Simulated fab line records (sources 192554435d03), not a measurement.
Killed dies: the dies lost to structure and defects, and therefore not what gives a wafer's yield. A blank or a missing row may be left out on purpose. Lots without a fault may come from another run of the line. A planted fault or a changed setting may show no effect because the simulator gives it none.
Struck lot and sound lot, side by side	flow n5-finfet	14 steps out of a route of 1938
Sound: the wafers L593.3, L593.4, L593.6. Wafers L581.2, L581.4, L581.5 were the ones struck. The cause comes at the end.
Per side, at each step with rows, come the tool, then ch with its chambers, and then its first start. Under that, the readings that differ: sound wafers	struck wafers	difference of the means	sigmas: that difference in standard deviations of wafers without a fault.
alike: readings with means less than 2 such deviations apart, plus words and numbers identical on both sides. not compared: withheld readings, readings lacking a value on some wafer, bounds such as >300 that could conceal the same value, and numbers that have no deviation in the record and whose values overlap.
The two part at a step that has a row with sigmas, a row that says differs or no value, or rows on one side only. Non-overlapping numbers with no deviation appear without sigmas and do not part them. A reading missing from all wafers of one side parts the sides only when that side holds two or more wafers.

N5_BEOL_M15_STRIP_64: strips in O2.
  sound: rie-diel-04 ch 0,1; struck: rie-diel-06 ch 1,2,3
  alike: drypump-motor-current-A, oes-product-au, rf-vpp-V, showerhead-plenum-p-Torr, throttle-valve-pct
  not compared: rf-hours-counter-h
then, 2 steps without rows for these wafers: N5_BEOL_M15_STRIP_65 (strips in post etch residue remover, time 60 s); N5_BEOL_M15_SRD_66 (time 30 s, dry time 30 s).
N5_BEOL_M15_CD_MEAS_17: the cd target is 360 nm.
  sound on cd-sem-01 at day 16 09:14; struck on cd-sem-02 at day 12 04:56
  alike: cd-nm
then, 1 step without rows for these wafers: N5_BEOL_M15_COAT_56 (time 60 s, resist thk 550 nm).
N5_BEOL_M15_ETCH_57: etches SOC in N2/H2, time 750 s.
  sound on rie-diel-02 ch 0,1,3, day 16 09:20; struck on rie-diel-06 ch 0,1,3, day 12 05:13
  alike: drypump-motor-current-A, oes-product-au, rf-fwd-power-W, rf-vpp-V, showerhead-plenum-p-Torr, throttle-valve-pct
  not compared: rf-hours-counter-h
then, 6 steps without rows for these wafers: N5_BEOL_M15_COAT_60 (time 60 s, resist thk 89 nm); N5_BEOL_M15_COAT_22 (resist thk 800 nm); N5_BEOL_M15_EBR_24; N5_BEOL_M15_SOFTBAKE_23 (time 60 s); N5_BEOL_M15_EXPOSE_25 (exposes mask M15, target cd 400 nm); N5_BEOL_M15_PEB_26 (peb time 90 s).
N5_BEOL_M15_DEVELOP_27: develop time 45 s.
  sound on litho-track-03 ch 0, day 16 10:07; struck on litho-track-03, day 12 05:59
  no value came back on the struck wafers for chill-plate-temp-C (C), develop-time-s (s), exhaust-pa (Pa), resist-line-temp-C (C); on the sound wafers chill-plate-temp-C (C) reads 22.93 22.98 22.90
reading	sound	struck	difference	sigmas
model.coat_of_BEOL_M15_COAT_22.thk-nm (nm)	784.2 784 783.2	796.6 797 796	+12.7	
then, 1 step without rows for these wafers: N5_BEOL_M15_HARDBAKE_32 (time 120 s).

WHERE THEY PART
Only at N5_BEOL_M15_DEVELOP_27, within this record.

WHY: what the simulator had put in
Beginning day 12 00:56, the whole step at N5_BEOL_M15_DEVELOP_27 was skipped on litho-track-03. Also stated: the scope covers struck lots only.
